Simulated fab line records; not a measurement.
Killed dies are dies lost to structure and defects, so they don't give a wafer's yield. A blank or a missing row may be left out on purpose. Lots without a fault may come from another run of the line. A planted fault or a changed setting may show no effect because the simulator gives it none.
Struck lot and sound lot, side by side -- flow nandHarc -- 16 out of 1302 route steps
Sound: wafers L560.1, L560.2, L560.6. Wafers L565.5, L565.6 were the ones struck. At the end, the cause is stated.
Order at every step that has rows: each side's tool, ch and its chambers, its first start. Under that, the readings that differ: sound wafers -- struck wafers -- difference of the means -- sigmas: that difference in standard deviations of wafers without a fault.
alike: readings whose means differ by less than 2 such deviations, and words and numbers that are the same on both sides. not compared: withheld readings, readings that some wafer has no value for, bounds like >300 that may hide the same value, and numbers for which the record gives no deviation and whose values overlap.
Wherever a step has rows on one side only, a row that says differs or no value, or a row with sigmas, the two part there. Non-overlapping numbers with no deviation appear without sigmas and do not part them. A reading missing from all wafers of one side parts the sides only when that side holds two or more wafers.

NHARC_A_DECK1_JOINT_INSPECT_05:
  sound: defectInspect-02 at day 12 16:23; struck: defectInspect-02 at day 14 19:23
  alike: rawDefectCount
after that, 1 step with no rows for these wafers: NHARC_A_ONON_D2_DEP_00 (target thk 1000 nm).
NHARC_A_ONON_D2_THK_MEAS_02: measures by ellipsometry.
  sound: filmMetro-01 at day 12 16:59; struck: filmMetro-01 at day 14 19:58
  alike: thkNm
after that, 1 step with no rows for these wafers: NHARC_A_ONON_D2_DEP_03 (target thk 1000 nm).
NHARC_A_ONON_D2_THK_MEAS_05: measures by ellipsometry.
  sound: filmMetro-02 at day 12 17:33; struck: filmMetro-02 at day 14 20:31
  alike: thkNm
after that, 1 step with no rows for these wafers: NHARC_A_ONON_D2_DEP_06 (target thk 1000 nm).
NHARC_A_ONON_D2_THK_MEAS_08: measures by ellipsometry.
  sound: filmMetro-02 at day 12 18:07; struck: filmMetro-01 at day 14 21:05
  alike: thkNm
after that, 1 step with no rows for these wafers: NHARC_A_ONON_D2_DEP_09 (target thk 1000 nm).
NHARC_A_ONON_D2_THK_MEAS_11: measures by ellipsometry.
  sound: filmMetro-01 at day 12 18:41; struck: filmMetro-01 at day 14 21:39
  alike: thkNm
after that, 1 step with no rows for these wafers: NHARC_A_ONON_D2_DEP_12 (target thk 1000 nm).
NHARC_A_ONON_D2_THK_MEAS_14: measures by ellipsometry.
  sound: filmMetro-01 at day 12 19:15; struck: filmMetro-02 at day 14 22:13
  alike: thkNm
then, 1 step without rows for these wafers: NHARC_A_ONON_D2_ANNEAL_15 (time 3600 s).
NHARC_A_ONON_D2_DEP_16: target thk 1000 nm.
  sound on pecvdOnon-03 ch 0, day 13 02:29; struck on pecvdOnon-03 ch 0, day 15 07:58
NHARC_A_ONON_D2_THK_MEAS_18: measures by ellipsometry.
  sound: filmMetro-01 at day 13 03:00; struck: filmMetro-01 at day 15 08:14
reading,sound,struck,difference,sigmas
thkNm (nm),1009 1012 1013,704 702,-308,-26
after that, 1 step with no rows for these wafers: NHARC_A_ONON_D2_DEP_19 (target thk 1000 nm).
-- the record jumps here: 12 days lie between the struck wafers' starts before and after (it left off in module A_ONON_D2 and takes up again in module END, whose first step shown is number 1302 of the route) --
NHARC_END_SORT_01:
  only the struck wafers appear in the record here, on prober-01 ch 0 at day 27 10:05; the sound ones have no rows

WHERE THEY PART
Earliest at NHARC_A_ONON_D2_THK_MEAS_18; latest, in this record, at NHARC_END_SORT_01.

WHY: what had been put in by the simulator
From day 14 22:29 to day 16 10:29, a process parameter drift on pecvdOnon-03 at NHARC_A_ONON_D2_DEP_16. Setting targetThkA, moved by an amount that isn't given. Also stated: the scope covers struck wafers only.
